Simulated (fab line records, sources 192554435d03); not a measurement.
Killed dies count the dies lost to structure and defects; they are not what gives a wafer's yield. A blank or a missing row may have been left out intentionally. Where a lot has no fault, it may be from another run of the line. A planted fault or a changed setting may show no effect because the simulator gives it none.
fab line records / flow n5-finfet
record: lots: 6 wafers: 18 last-day: 17
route steps=1938 shown BEOL_M14@1730
lots with no fault: from the same line, run without faults
start-h: the number of hours between the record's first day and the start of the first shown wafer of the lot / wait-h: hours since the lot's step before / " unchanged from the row above / L1.1+2: a row that stands for several wafers / - no value present, or no start provided / * or withheld: withheld / < > ~ a bound
route shown NAME@n: names a module that has steps shown in the file, with the first one's number in the route / usual: mean and standard deviation over wafers with no fault / same: alike in all rows / chamber/n: place in a boat / sites: readings site by site / _std_site: the standard deviation of these / _edge_site: outer sites' mean less inner sites' / radius-mm: how far each site lies from the wafer's centre / mask NAME#n: copy n / behind: the last tool/chamber to shape the wafer / hold: the reason the lot was held/the length of the hold in hours/how it ended / device: which transistor (n, p or np) failed to switch / end of line: tests run on the same wafers once the route is complete / for a step that has no rows: nothing shown but its recipe / killed: not the wafer's yield, but the dies lost to structure and defects at the first sort / map: the dies of a wafer, with x for killed, . for not killed, _ for no die there
set.NAME: the run value of the setting; set.NAME@STEP: its run value at that earlier step / model.NAME: the simulator's own value behind a step, which no gauge read
a table for each step, a row for each wafer; lots at some steps of the route
services: from which hour (start-h, from the record's first day; less than 0 if before it) a tool's chamber was out of use, for how many hours, and why
== steps ==
step: N5_BEOL_M14_ETCH_59
recipe: chemistry: N2/H2 target: BARC target-depth-a: 890 overetch-a: 267 time-s: 67.9 ion-energy-ev: 200 pressure-mtorr: 30 source-w: 840 bias-w: 150 n2-flow-sccm: 200 h2-flow-sccm: 200
usual: drypump-motor-current-A: 5.8/0.47 oes-product-au: 0.68/0.069 rf-vpp-V: 523.9/2.7 showerhead-plenum-p-Torr: 2.55/0.093 throttle-valve-pct: 17.73/0.25
lot.wafer=L951.1 tool=rie-diel-05 chamber=1 start-h=260.70 wait-h=0.0 drypump-motor-current-A=6.2 oes-product-au=0.79 rf-hours-counter-h=14 rf-vpp-V=523.7 showerhead-plenum-p-Torr=2.49 throttle-valve-pct=17.67
lot.wafer=L951.2 tool=rie-diel-05 chamber=2 start-h=260.70 wait-h=0.0 drypump-motor-current-A=6.3 oes-product-au=0.60 rf-hours-counter-h=221 rf-vpp-V=522.2 showerhead-plenum-p-Torr=2.52 throttle-valve-pct=18.10
lot.wafer=L951.4 tool=rie-diel-05 chamber=3 start-h=260.70 wait-h=0.0 drypump-motor-current-A=5.4 oes-product-au=0.61 rf-hours-counter-h=219 rf-vpp-V=523.2 showerhead-plenum-p-Torr=2.52 throttle-valve-pct=18.11
lot.wafer=L957.1 tool=rie-diel-03 chamber=1 start-h=289.29 wait-h=0.0 drypump-motor-current-A=5.7 oes-product-au=0.66 rf-hours-counter-h=139 rf-vpp-V=527.1 showerhead-plenum-p-Torr=2.65 throttle-valve-pct=17.45
lot.wafer=L957.4 tool=rie-diel-03 chamber=2 start-h=289.29 wait-h=0.0 drypump-motor-current-A=6.6 oes-product-au=0.59 rf-hours-counter-h=246 rf-vpp-V=525.8 showerhead-plenum-p-Torr=2.61 throttle-valve-pct=18.34
lot.wafer=L957.6 tool=rie-diel-03 chamber=2 start-h=289.29 wait-h=0.0 drypump-motor-current-A=6.6 oes-product-au=0.59 rf-hours-counter-h=- rf-vpp-V=526.0 showerhead-plenum-p-Torr=2.61 throttle-valve-pct=18.35
lot.wafer=L960.2 tool=rie-diel-05 chamber=3 start-h=307.98 wait-h=0.0 drypump-motor-current-A=5.4 oes-product-au=0.60 rf-hours-counter-h=238 rf-vpp-V=522.0 showerhead-plenum-p-Torr=2.52 throttle-valve-pct=18.13
lot.wafer=L960.5 tool=rie-diel-05 chamber=2 start-h=307.98 wait-h=0.0 drypump-motor-current-A=6.3 oes-product-au=0.58 rf-hours-counter-h=- rf-vpp-V=521.2 showerhead-plenum-p-Torr=2.51 throttle-valve-pct=18.14
lot.wafer=L960.6 tool=rie-diel-05 chamber=3 start-h=307.98 wait-h=0.0 drypump-motor-current-A=5.3 oes-product-au=0.60 rf-hours-counter-h=- rf-vpp-V=523.1 showerhead-plenum-p-Torr=2.52 throttle-valve-pct=18.14
lot.wafer=L961.1 tool=rie-diel-03 chamber=3 start-h=315.80 wait-h=0.0 drypump-motor-current-A=6.3 oes-product-au=0.64 rf-hours-counter-h=175 rf-vpp-V=520.4 showerhead-plenum-p-Torr=2.42 throttle-valve-pct=17.77
lot.wafer=L961.3 tool=rie-diel-03 chamber=0 start-h=315.80 wait-h=0.0 drypump-motor-current-A=6.3 oes-product-au=0.70 rf-hours-counter-h=74 rf-vpp-V=521.4 showerhead-plenum-p-Torr=2.46 throttle-valve-pct=17.72
lot.wafer=L961.4 tool=rie-diel-03 chamber=0 start-h=315.80 wait-h=0.0 drypump-motor-current-A=6.3 oes-product-au=0.72 rf-hours-counter-h=- rf-vpp-V=520.5 showerhead-plenum-p-Torr=2.46 throttle-valve-pct=17.70
lot.wafer=L968.4 tool=rie-diel-03 chamber=1 start-h=357.48 wait-h=0.0 drypump-motor-current-A=5.7 oes-product-au=0.63 rf-hours-counter-h=166 rf-vpp-V=527.3 showerhead-plenum-p-Torr=2.63 throttle-valve-pct=17.48
lot.wafer=L968.5 tool=rie-diel-03 chamber=1 start-h=357.48 wait-h=0.0 drypump-motor-current-A=5.7 oes-product-au=0.63 rf-hours-counter-h=- rf-vpp-V=526.7 showerhead-plenum-p-Torr=2.63 throttle-valve-pct=17.50
lot.wafer=L968.6 tool=rie-diel-03 chamber=2 start-h=357.48 wait-h=0.0 drypump-motor-current-A=6.6 oes-product-au=0.80 rf-hours-counter-h=- rf-vpp-V=525.2 showerhead-plenum-p-Torr=2.60 throttle-valve-pct=17.92
lot.wafer=L973.1 tool=rie-diel-01 chamber=0 start-h=377.08 wait-h=0.0 drypump-motor-current-A=5.5 oes-product-au=0.72 rf-hours-counter-h=64 rf-vpp-V=525.8 showerhead-plenum-p-Torr=2.58 throttle-valve-pct=17.35
lot.wafer=L973.3 tool=rie-diel-01 chamber=1 start-h=377.08 wait-h=0.0 drypump-motor-current-A=6.1 oes-product-au=0.78 rf-hours-counter-h=9 rf-vpp-V=528.1 showerhead-plenum-p-Torr=2.71 throttle-valve-pct=17.44
lot.wafer=L973.4 tool=rie-diel-01 chamber=3 start-h=377.08 wait-h=0.0 drypump-motor-current-A=5.1 oes-product-au=0.63 rf-hours-counter-h=140 rf-vpp-V=526.5 showerhead-plenum-p-Torr=2.66 throttle-valve-pct=17.81
step: N5_BEOL_M14_VIA_ETCH_16
recipe: chemistry: C4F8/O2/Ar target: SiO2 he-inner-torr: 15 he-outer-torr: 30 target-depth-a: 12313 time-s: withheld ion-energy-ev: 800 pressure-mtorr: 20 source-w: 1905 bias-w: 2040 Ar_flow_sccm: 400 C4F8_flow_sccm: 16 O2_flow_sccm: 12 ends: cleared
usual: drypump-motor-current-A: 5.8/0.47 oes-product-au: 0.71/0.077 rf-vpp-V: 2213/19 showerhead-plenum-p-Torr: 3.44/0.12 throttle-valve-pct: 30.70/0.23
lot.wafer=L951.1 tool=rie-diel-05 chamber=1 start-h=260.75 wait-h=0.0 drypump-motor-current-A=6.2 oes-product-au=0.83 rf-vpp-V=2200 showerhead-plenum-p-Torr=3.36 throttle-valve-pct=30.64
lot.wafer=L951.2 tool=rie-diel-05 chamber=2 start-h=260.75 wait-h=0.0 drypump-motor-current-A=6.3 oes-product-au=0.61 rf-vpp-V=2192 showerhead-plenum-p-Torr=3.41 throttle-valve-pct=31.03
lot.wafer=L951.4 tool=rie-diel-05 chamber=3 start-h=260.75 wait-h=0.0 drypump-motor-current-A=5.3 oes-product-au=0.63 rf-vpp-V=2200 showerhead-plenum-p-Torr=3.40 throttle-valve-pct=31.00
lot.wafer=L957.1 tool=rie-diel-03 chamber=1 start-h=289.34 wait-h=0.0 drypump-motor-current-A=5.7 oes-product-au=0.68 rf-vpp-V=2227 showerhead-plenum-p-Torr=3.59 throttle-valve-pct=30.56
lot.wafer=L957.4 tool=rie-diel-03 chamber=2 start-h=289.34 wait-h=0.0 drypump-motor-current-A=6.6 oes-product-au=0.61 rf-vpp-V=2222 showerhead-plenum-p-Torr=3.52 throttle-valve-pct=31.23
lot.wafer=L957.6 tool=rie-diel-03 chamber=2 start-h=289.34 wait-h=0.0 drypump-motor-current-A=6.6 oes-product-au=0.62 rf-vpp-V=2221 showerhead-plenum-p-Torr=3.52 throttle-valve-pct=31.24
lot.wafer=L960.2 tool=rie-diel-05 chamber=3 start-h=308.03 wait-h=0.0 drypump-motor-current-A=5.4 oes-product-au=0.61 rf-vpp-V=2198 showerhead-plenum-p-Torr=3.39 throttle-valve-pct=31.04
lot.wafer=L960.5 tool=rie-diel-05 chamber=2 start-h=308.03 wait-h=0.0 drypump-motor-current-A=6.3 oes-product-au=0.60 rf-vpp-V=2192 showerhead-plenum-p-Torr=3.40 throttle-valve-pct=31.06
lot.wafer=L960.6 tool=rie-diel-05 chamber=3 start-h=308.03 wait-h=0.0 drypump-motor-current-A=5.4 oes-product-au=0.62 rf-vpp-V=2200 showerhead-plenum-p-Torr=3.39 throttle-valve-pct=31.01
lot.wafer=L961.1 tool=rie-diel-03 chamber=3 start-h=315.85 wait-h=0.0 drypump-motor-current-A=6.3 oes-product-au=0.67 rf-vpp-V=2206 showerhead-plenum-p-Torr=3.29 throttle-valve-pct=30.72
lot.wafer=L961.3 tool=rie-diel-03 chamber=0 start-h=315.85 wait-h=0.0 drypump-motor-current-A=6.3 oes-product-au=0.75 rf-vpp-V=2182 showerhead-plenum-p-Torr=3.34 throttle-valve-pct=30.79
lot.wafer=L961.4 tool=rie-diel-03 chamber=0 start-h=315.85 wait-h=0.0 drypump-motor-current-A=6.3 oes-product-au=0.75 rf-vpp-V=2185 showerhead-plenum-p-Torr=3.34 throttle-valve-pct=30.78
lot.wafer=L968.4 tool=rie-diel-03 chamber=1 start-h=357.53 wait-h=0.0 drypump-motor-current-A=5.7 oes-product-au=0.66 rf-vpp-V=2225 showerhead-plenum-p-Torr=3.58 throttle-valve-pct=30.59
lot.wafer=L968.5 tool=rie-diel-03 chamber=1 start-h=357.53 wait-h=0.0 drypump-motor-current-A=5.7 oes-product-au=0.65 rf-vpp-V=2225 showerhead-plenum-p-Torr=3.58 throttle-valve-pct=30.59
lot.wafer=L968.6 tool=rie-diel-03 chamber=2 start-h=357.53 wait-h=0.0 drypump-motor-current-A=6.6 oes-product-au=0.84 rf-vpp-V=2221 showerhead-plenum-p-Torr=3.51 throttle-valve-pct=30.97
lot.wafer=L973.1 tool=rie-diel-01 chamber=0 start-h=377.13 wait-h=0.0 drypump-motor-current-A=5.5 oes-product-au=0.77 rf-vpp-V=2240 showerhead-plenum-p-Torr=3.48 throttle-valve-pct=30.23
lot.wafer=L973.3 tool=rie-diel-01 chamber=1 start-h=377.13 wait-h=0.0 drypump-motor-current-A=6.1 oes-product-au=0.84 rf-vpp-V=2240 showerhead-plenum-p-Torr=3.66 throttle-valve-pct=30.59
lot.wafer=L973.4 tool=rie-diel-01 chamber=3 start-h=377.13 wait-h=0.0 drypump-motor-current-A=5.1 oes-product-au=0.67 rf-vpp-V=2227 showerhead-plenum-p-Torr=3.57 throttle-valve-pct=30.59
step: N5_BEOL_M14_STRIP_63
recipe: chemistry: O2 power-w: 600 temp-c: 60 pressure-mtorr: 30 rf-frequency-hz: 6e+07 bias-power-w: 0 overash-fraction: 0.3 o2-flow-sccm: 225
usual: drypump-motor-current-A: 5.8/0.47 oes-product-au: 0.79/0.084 rf-vpp-V: 3.7/0.87 showerhead-plenum-p-Torr: 2.10/0.077 throttle-valve-pct: 16.54/0.22
lot.wafer=L951.1 tool=rie-diel-05 chamber=1 start-h=- wait-h=- drypump-motor-current-A=6.1 oes-product-au=0.92 rf-hours-counter-h=15 rf-vpp-V=5.2 showerhead-plenum-p-Torr=2.05 throttle-valve-pct=16.38
lot.wafer=L951.2 tool=rie-diel-05 chamber=2 start-h=- wait-h=- drypump-motor-current-A=6.3 oes-product-au=0.69 rf-hours-counter-h=221 rf-vpp-V=3.8 showerhead-plenum-p-Torr=2.07 throttle-valve-pct=16.84
lot.wafer=L951.4 tool=rie-diel-05 chamber=3 start-h=- wait-h=- drypump-motor-current-A=5.4 oes-product-au=0.71 rf-hours-counter-h=219 rf-vpp-V=4.3 showerhead-plenum-p-Torr=2.07 throttle-valve-pct=16.85
lot.wafer=L957.1 tool=rie-diel-03 chamber=1 start-h=- wait-h=- drypump-motor-current-A=5.7 oes-product-au=0.76 rf-hours-counter-h=139 rf-vpp-V=3.5 showerhead-plenum-p-Torr=2.19 throttle-valve-pct=16.42
lot.wafer=L957.4 tool=rie-diel-03 chamber=2 start-h=- wait-h=- drypump-motor-current-A=6.6 oes-product-au=0.68 rf-hours-counter-h=246 rf-vpp-V=3.5 showerhead-plenum-p-Torr=2.14 throttle-valve-pct=17.04
lot.wafer=L957.6 tool=rie-diel-03 chamber=2 start-h=- wait-h=- drypump-motor-current-A=6.6 oes-product-au=0.69 rf-hours-counter-h=- rf-vpp-V=3.9 showerhead-plenum-p-Torr=2.15 throttle-valve-pct=17.04
lot.wafer=L960.2 tool=rie-diel-05 chamber=3 start-h=- wait-h=- drypump-motor-current-A=5.4 oes-product-au=0.72 rf-hours-counter-h=239 rf-vpp-V=2.4 showerhead-plenum-p-Torr=2.06 throttle-valve-pct=16.88
lot.wafer=L960.5 tool=rie-diel-05 chamber=2 start-h=- wait-h=- drypump-motor-current-A=6.3 oes-product-au=0.68 rf-hours-counter-h=- rf-vpp-V=3.0 showerhead-plenum-p-Torr=2.07 throttle-valve-pct=16.91
lot.wafer=L960.6 tool=rie-diel-05 chamber=3 start-h=- wait-h=- drypump-motor-current-A=5.4 oes-product-au=0.69 rf-hours-counter-h=- rf-vpp-V=2.0 showerhead-plenum-p-Torr=2.06 throttle-valve-pct=16.87
lot.wafer=L961.1 tool=rie-diel-03 chamber=3 start-h=- wait-h=- drypump-motor-current-A=6.3 oes-product-au=0.74 rf-hours-counter-h=175 rf-vpp-V=3.8 showerhead-plenum-p-Torr=2.00 throttle-valve-pct=16.66
lot.wafer=L961.3 tool=rie-diel-03 chamber=0 start-h=- wait-h=- drypump-motor-current-A=6.3 oes-product-au=0.84 rf-hours-counter-h=74 rf-vpp-V=3.9 showerhead-plenum-p-Torr=2.04 throttle-valve-pct=16.61
lot.wafer=L961.4 tool=rie-diel-03 chamber=0 start-h=- wait-h=- drypump-motor-current-A=6.3 oes-product-au=0.82 rf-hours-counter-h=- rf-vpp-V=3.0 showerhead-plenum-p-Torr=2.04 throttle-valve-pct=16.60
lot.wafer=L968.4 tool=rie-diel-03 chamber=1 start-h=- wait-h=- drypump-motor-current-A=5.6 oes-product-au=0.74 rf-hours-counter-h=167 rf-vpp-V=3.0 showerhead-plenum-p-Torr=2.18 throttle-valve-pct=16.45
lot.wafer=L968.5 tool=rie-diel-03 chamber=1 start-h=- wait-h=- drypump-motor-current-A=5.7 oes-product-au=0.73 rf-hours-counter-h=- rf-vpp-V=3.0 showerhead-plenum-p-Torr=2.18 throttle-valve-pct=16.46
lot.wafer=L968.6 tool=rie-diel-03 chamber=2 start-h=- wait-h=- drypump-motor-current-A=6.6 oes-product-au=0.96 rf-hours-counter-h=- rf-vpp-V=4.5 showerhead-plenum-p-Torr=2.14 throttle-valve-pct=16.56
lot.wafer=L973.1 tool=rie-diel-01 chamber=0 start-h=- wait-h=- drypump-motor-current-A=5.5 oes-product-au=0.83 rf-hours-counter-h=65 rf-vpp-V=5.1 showerhead-plenum-p-Torr=2.12 throttle-valve-pct=16.15
lot.wafer=L973.3 tool=rie-diel-01 chamber=1 start-h=- wait-h=- drypump-motor-current-A=6.1 oes-product-au=0.94 rf-hours-counter-h=9 rf-vpp-V=3.7 showerhead-plenum-p-Torr=2.24 throttle-valve-pct=16.23
lot.wafer=L973.4 tool=rie-diel-01 chamber=3 start-h=- wait-h=- drypump-motor-current-A=5.1 oes-product-au=0.74 rf-hours-counter-h=140 rf-vpp-V=4.8 showerhead-plenum-p-Torr=2.18 throttle-valve-pct=16.49
step: N5_BEOL_M14_STRIP_64
recipe: chemistry: O2 power-w: 600 temp-c: 60 pressure-mtorr: 30 rf-frequency-hz: 6e+07 bias-power-w: 0 overash-fraction: 0.3 o2-flow-sccm: 225
usual: drypump-motor-current-A: 5.8/0.46 oes-product-au: 0.79/0.085 rf-vpp-V: 3.7/0.49 showerhead-plenum-p-Torr: 2.10/0.077 throttle-valve-pct: 16.54/0.22
lot.wafer=L951.1 tool=rie-diel-05 chamber=1 start-h=- wait-h=- drypump-motor-current-A=6.1 oes-product-au=0.93 rf-hours-counter-h=15 rf-vpp-V=3.5 showerhead-plenum-p-Torr=2.05 throttle-valve-pct=16.38
lot.wafer=L951.2 tool=rie-diel-05 chamber=2 start-h=- wait-h=- drypump-motor-current-A=6.3 oes-product-au=0.69 rf-hours-counter-h=221 rf-vpp-V=2.8 showerhead-plenum-p-Torr=2.07 throttle-valve-pct=16.85
lot.wafer=L951.4 tool=rie-diel-05 chamber=3 start-h=- wait-h=- drypump-motor-current-A=5.4 oes-product-au=0.71 rf-hours-counter-h=219 rf-vpp-V=3.3 showerhead-plenum-p-Torr=2.07 throttle-valve-pct=16.85
lot.wafer=L957.1 tool=rie-diel-03 chamber=1 start-h=- wait-h=- drypump-motor-current-A=5.7 oes-product-au=0.75 rf-hours-counter-h=139 rf-vpp-V=3.8 showerhead-plenum-p-Torr=2.19 throttle-valve-pct=16.41
lot.wafer=L957.4 tool=rie-diel-03 chamber=2 start-h=- wait-h=- drypump-motor-current-A=6.6 oes-product-au=0.68 rf-hours-counter-h=246 rf-vpp-V=3.4 showerhead-plenum-p-Torr=2.15 throttle-valve-pct=17.03
lot.wafer=L957.6 tool=rie-diel-03 chamber=2 start-h=- wait-h=- drypump-motor-current-A=6.6 oes-product-au=0.68 rf-hours-counter-h=- rf-vpp-V=3.9 showerhead-plenum-p-Torr=2.14 throttle-valve-pct=17.03
lot.wafer=L960.2 tool=rie-diel-05 chamber=3 start-h=- wait-h=- drypump-motor-current-A=5.4 oes-product-au=0.70 rf-hours-counter-h=239 rf-vpp-V=3.5 showerhead-plenum-p-Torr=2.06 throttle-valve-pct=16.89
lot.wafer=L960.5 tool=rie-diel-05 chamber=2 start-h=- wait-h=- drypump-motor-current-A=6.3 oes-product-au=0.68 rf-hours-counter-h=- rf-vpp-V=2.8 showerhead-plenum-p-Torr=2.07 throttle-valve-pct=16.92
lot.wafer=L960.6 tool=rie-diel-05 chamber=3 start-h=- wait-h=- drypump-motor-current-A=5.4 oes-product-au=0.70 rf-hours-counter-h=- rf-vpp-V=4.5 showerhead-plenum-p-Torr=2.06 throttle-valve-pct=16.88
lot.wafer=L961.1 tool=rie-diel-03 chamber=3 start-h=- wait-h=- drypump-motor-current-A=6.3 oes-product-au=0.74 rf-hours-counter-h=175 rf-vpp-V=3.6 showerhead-plenum-p-Torr=2.00 throttle-valve-pct=16.63
lot.wafer=L961.3 tool=rie-diel-03 chamber=0 start-h=- wait-h=- drypump-motor-current-A=6.3 oes-product-au=0.83 rf-hours-counter-h=74 rf-vpp-V=3.7 showerhead-plenum-p-Torr=2.04 throttle-valve-pct=16.61
lot.wafer=L961.4 tool=rie-diel-03 chamber=0 start-h=- wait-h=- drypump-motor-current-A=6.3 oes-product-au=0.83 rf-hours-counter-h=- rf-vpp-V=2.8 showerhead-plenum-p-Torr=2.04 throttle-valve-pct=16.61
lot.wafer=L968.4 tool=rie-diel-03 chamber=1 start-h=- wait-h=- drypump-motor-current-A=5.7 oes-product-au=0.73 rf-hours-counter-h=167 rf-vpp-V=4.1 showerhead-plenum-p-Torr=2.18 throttle-valve-pct=16.45
lot.wafer=L968.5 tool=rie-diel-03 chamber=1 start-h=- wait-h=- drypump-motor-current-A=5.7 oes-product-au=0.73 rf-hours-counter-h=- rf-vpp-V=3.5 showerhead-plenum-p-Torr=2.18 throttle-valve-pct=16.45
lot.wafer=L968.6 tool=rie-diel-03 chamber=2 start-h=- wait-h=- drypump-motor-current-A=6.6 oes-product-au=0.94 rf-hours-counter-h=- rf-vpp-V=3.3 showerhead-plenum-p-Torr=2.14 throttle-valve-pct=16.56
lot.wafer=L973.1 tool=rie-diel-01 chamber=0 start-h=- wait-h=- drypump-motor-current-A=5.5 oes-product-au=0.84 rf-hours-counter-h=65 rf-vpp-V=3.4 showerhead-plenum-p-Torr=2.12 throttle-valve-pct=16.17
lot.wafer=L973.3 tool=rie-diel-01 chamber=1 start-h=- wait-h=- drypump-motor-current-A=6.1 oes-product-au=0.94 rf-hours-counter-h=9 rf-vpp-V=3.3 showerhead-plenum-p-Torr=2.24 throttle-valve-pct=16.27
lot.wafer=L973.4 tool=rie-diel-01 chamber=3 start-h=- wait-h=- drypump-motor-current-A=5.1 oes-product-au=0.73 rf-hours-counter-h=140 rf-vpp-V=3.3 showerhead-plenum-p-Torr=2.18 throttle-valve-pct=16.46
step: N5_BEOL_M14_STRIP_71
recipe: chemistry: post-etch-residue-remover time-s: 60 temp-c: 25 remover-ph: withheld remover-water-wt-pct: withheld remover-fluoride-wt-pct: withheld
step: N5_BEOL_M14_SRD_72
recipe: time-s: 30 temp-c: 23 rinse-liquid: diw dry: n2-spin spin-rpm: 1500 dry-time-s: 30
step: N5_BEOL_M14_CD_MEAS_17
recipe: target-cd-nm: 250 polarity: opening
usual: cd-nm: 249.7/1.3
lot.wafer=L951.1 tool=cd-sem-03 chamber=- start-h=261.10 wait-h=0.0 cd-nm=249.1
lot.wafer=L951.2 tool=cd-sem-03 chamber=- start-h=261.10 wait-h=0.0 cd-nm=248.7
lot.wafer=L951.4 tool=cd-sem-03 chamber=- start-h=261.10 wait-h=0.0 cd-nm=250.3
lot.wafer=L957.1 tool=cd-sem-01 chamber=- start-h=289.69 wait-h=0.0 cd-nm=248.7
lot.wafer=L957.4 tool=cd-sem-01 chamber=- start-h=289.69 wait-h=0.0 cd-nm=249.1
lot.wafer=L957.6 tool=cd-sem-01 chamber=- start-h=289.69 wait-h=0.0 cd-nm=250.3
lot.wafer=L960.2 tool=cd-sem-01 chamber=- start-h=308.38 wait-h=0.0 cd-nm=251.7
lot.wafer=L960.5 tool=cd-sem-01 chamber=- start-h=308.38 wait-h=0.0 cd-nm=250.7
lot.wafer=L960.6 tool=cd-sem-01 chamber=- start-h=308.38 wait-h=0.0 cd-nm=250.4
lot.wafer=L961.1 tool=cd-sem-01 chamber=- start-h=316.20 wait-h=0.0 cd-nm=249.2
lot.wafer=L961.3 tool=cd-sem-01 chamber=- start-h=316.20 wait-h=0.0 cd-nm=249.5
lot.wafer=L961.4 tool=cd-sem-01 chamber=- start-h=316.20 wait-h=0.0 cd-nm=249.6
lot.wafer=L968.4 tool=cd-sem-01 chamber=- start-h=357.88 wait-h=0.0 cd-nm=249.1
lot.wafer=L968.5 tool=cd-sem-01 chamber=- start-h=357.88 wait-h=0.0 cd-nm=249.3
lot.wafer=L968.6 tool=cd-sem-01 chamber=- start-h=357.88 wait-h=0.0 cd-nm=249.4
lot.wafer=L973.1 tool=cd-sem-03 chamber=- start-h=377.49 wait-h=0.0 cd-nm=247.2
lot.wafer=L973.3 tool=cd-sem-03 chamber=- start-h=377.49 wait-h=0.0 cd-nm=248.1
lot.wafer=L973.4 tool=cd-sem-03 chamber=- start-h=377.49 wait-h=0.0 cd-nm=251.2
step: N5_BEOL_M14_COAT_65
recipe: resist: SOC temp-c: 250 time-s: 60 spin-rpm: 1500 resist-thk-nm: 450
step: N5_BEOL_M14_COAT_66
recipe: resist: SiARC temp-c: 220 time-s: 60 spin-rpm: 1500 resist-thk-nm: 110
step: N5_BEOL_M14_COAT_22
recipe: spin-rpm: 2888 resist-thk-nm: 300
step: N5_BEOL_M14_EBR_24
recipe: solvent: PGMEA ebr-width-mm: 1.5
step: N5_BEOL_M14_SOFTBAKE_23
recipe: temp-c: 130 time-s: 60
step: N5_BEOL_M14_EXPOSE_25
recipe: mask-id: M14 na: 0.8 source-shape: annular sigma-inner: 0.5 sigma-outer: 0.8 polarization: unpolarized target-cd-nm: 280 dose-mj: 26.6
usual: exposure-dose-mJ-cm2: 26.587/0.027 focus-offset-nm: 0.1/0.46
lot.wafer=L951.1 tool=krf-scanner-01 chamber=0 start-h=261.25 wait-h=- mask=M14#0 exposure-dose-mJ-cm2=26.592 focus-offset-nm=0.5
lot.wafer=L951.2 tool=krf-scanner-01 chamber=0 start-h=261.25 wait-h=- mask=M14#0 exposure-dose-mJ-cm2=26.611 focus-offset-nm=-0.2
lot.wafer=L951.4 tool=krf-scanner-01 chamber=0 start-h=261.25 wait-h=- mask=M14#0 exposure-dose-mJ-cm2=26.632 focus-offset-nm=1.0
lot.wafer=L957.1 tool=krf-scanner-01 chamber=0 start-h=289.97 wait-h=- mask=M14#0 exposure-dose-mJ-cm2=26.586 focus-offset-nm=-0.3
lot.wafer=L957.4 tool=krf-scanner-01 chamber=0 start-h=289.97 wait-h=- mask=M14#0 exposure-dose-mJ-cm2=26.629 focus-offset-nm=-0.1
lot.wafer=L957.6 tool=krf-scanner-01 chamber=0 start-h=289.97 wait-h=- mask=M14#0 exposure-dose-mJ-cm2=26.600 focus-offset-nm=-0.1
lot.wafer=L960.2 tool=krf-scanner-01 chamber=- start-h=308.54 wait-h=- mask=M14#0 exposure-dose-mJ-cm2=- focus-offset-nm=-
lot.wafer=L960.5 tool=krf-scanner-01 chamber=- start-h=308.54 wait-h=- mask=M14#0 exposure-dose-mJ-cm2=- focus-offset-nm=-
lot.wafer=L960.6 tool=krf-scanner-01 chamber=- start-h=308.54 wait-h=- mask=M14#0 exposure-dose-mJ-cm2=- focus-offset-nm=-
lot.wafer=L961.1 tool=krf-scanner-01 chamber=- start-h=316.36 wait-h=- mask=M14#0 exposure-dose-mJ-cm2=- focus-offset-nm=-
lot.wafer=L961.3 tool=krf-scanner-01 chamber=- start-h=316.36 wait-h=- mask=M14#0 exposure-dose-mJ-cm2=- focus-offset-nm=-
lot.wafer=L961.4 tool=krf-scanner-01 chamber=- start-h=316.36 wait-h=- mask=M14#0 exposure-dose-mJ-cm2=- focus-offset-nm=-
lot.wafer=L968.4 tool=krf-scanner-01 chamber=0 start-h=358.18 wait-h=- mask=M14#0 exposure-dose-mJ-cm2=26.577 focus-offset-nm=-0.3
lot.wafer=L968.5 tool=krf-scanner-01 chamber=0 start-h=358.18 wait-h=- mask=M14#0 exposure-dose-mJ-cm2=26.599 focus-offset-nm=0.0
lot.wafer=L968.6 tool=krf-scanner-01 chamber=0 start-h=358.18 wait-h=- mask=M14#0 exposure-dose-mJ-cm2=26.590 focus-offset-nm=0.4
lot.wafer=L973.1 tool=krf-scanner-02 chamber=0 start-h=377.65 wait-h=- mask=M14#0 exposure-dose-mJ-cm2=26.578 focus-offset-nm=-0.1
lot.wafer=L973.3 tool=krf-scanner-02 chamber=0 start-h=377.65 wait-h=- mask=M14#0 exposure-dose-mJ-cm2=26.580 focus-offset-nm=-0.2
lot.wafer=L973.4 tool=krf-scanner-02 chamber=0 start-h=377.65 wait-h=- mask=M14#0 exposure-dose-mJ-cm2=26.554 focus-offset-nm=-0.3
step: N5_BEOL_M14_PEB_26
recipe: peb-temp-c: 130 peb-time-s: 90
== services ==
tool=krf-scanner-02 chamber=- start-h=238.41 hours=3.0 kind=pm
tool=krf-scanner-01 chamber=- start-h=241.41 hours=1.0 kind=pm
tool=krf-scanner-01 chamber=- start-h=242.41 hours=3.0 kind=pm
tool=rie-diel-01 chamber=1 start-h=246.01 hours=6.7 kind=repair
tool=krf-scanner-02 chamber=- start-h=255.66 hours=3.0 kind=pm
tool=rie-diel-05 chamber=0 start-h=261.01 hours=- kind=clean
tool=krf-scanner-02 chamber=- start-h=289.07 hours=1.0 kind=pm
tool=krf-scanner-02 chamber=- start-h=292.64 hours=0.8 kind=pm
tool=krf-scanner-01 chamber=- start-h=298.32 hours=0.8 kind=pm
tool=rie-diel-01 chamber=1 start-h=300.08 hours=2.1 kind=repair
tool=rie-diel-03 chamber=- start-h=306.71 hours=2.8 kind=pm
tool=rie-diel-03 chamber=2 start-h=315.09 hours=11.2 kind=repair
tool=krf-scanner-01 chamber=- start-h=323.64 hours=1.3 kind=pm
tool=rie-diel-03 chamber=2 start-h=326.38 hours=- kind=clean
tool=rie-diel-03 chamber=2 start-h=326.38 hours=- kind=consumable-replace:focus-ring
tool=rie-diel-03 chamber=2 start-h=326.38 hours=17.9 kind=scheduled-down
tool=rie-diel-03 chamber=2 start-h=326.38 hours=17.9 kind=vent-cycle
tool=krf-scanner-02 chamber=- start-h=327.63 hours=0.8 kind=pm
tool=rie-diel-05 chamber=3 start-h=331.50 hours=3.1 kind=repair
tool=krf-scanner-02 chamber=- start-h=337.70 hours=2.0 kind=repair
tool=rie-diel-01 chamber=0 start-h=338.64 hours=8.2 kind=repair
tool=krf-scanner-02 chamber=- start-h=354.65 hours=4.4 kind=pm
tool=krf-scanner-02 chamber=- start-h=361.23 hours=0.2 kind=repair
tool=krf-scanner-01 chamber=- start-h=366.12 hours=2.3 kind=repair
== key ==
first-sign: step: N5_BEOL_M14_EXPOSE_25 reading: tool-record direction: missing
effect none on later readings
met-at N5_BEOL_M14_EXPOSE_25
struck-wafers L960.2,L960.5,L960.6,L961.1,L961.3,L961.4
later-rows-left-out L960.2,L960.5,L960.6,L961.1,L961.3,L961.4
sort-left-out L960.2,L960.5,L960.6,L961.1,L961.3,L961.4
onset-between 289.97 308.54
fault: kind: skipped-step-whole tool: krf-scanner-01 chamber: - onset-h: 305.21 steps: N5_BEOL_M14_EXPOSE_25 scope: struck-lots-only
sort-left-out: the simulated sort isn't trusted on such a fault, so these wafers' sort isn't shown, and their yield isn't known
later-rows-left-out: the simulator's readings of these wafers behind a module that went badly wrong aren't trusted and aren't shown, but for the sort
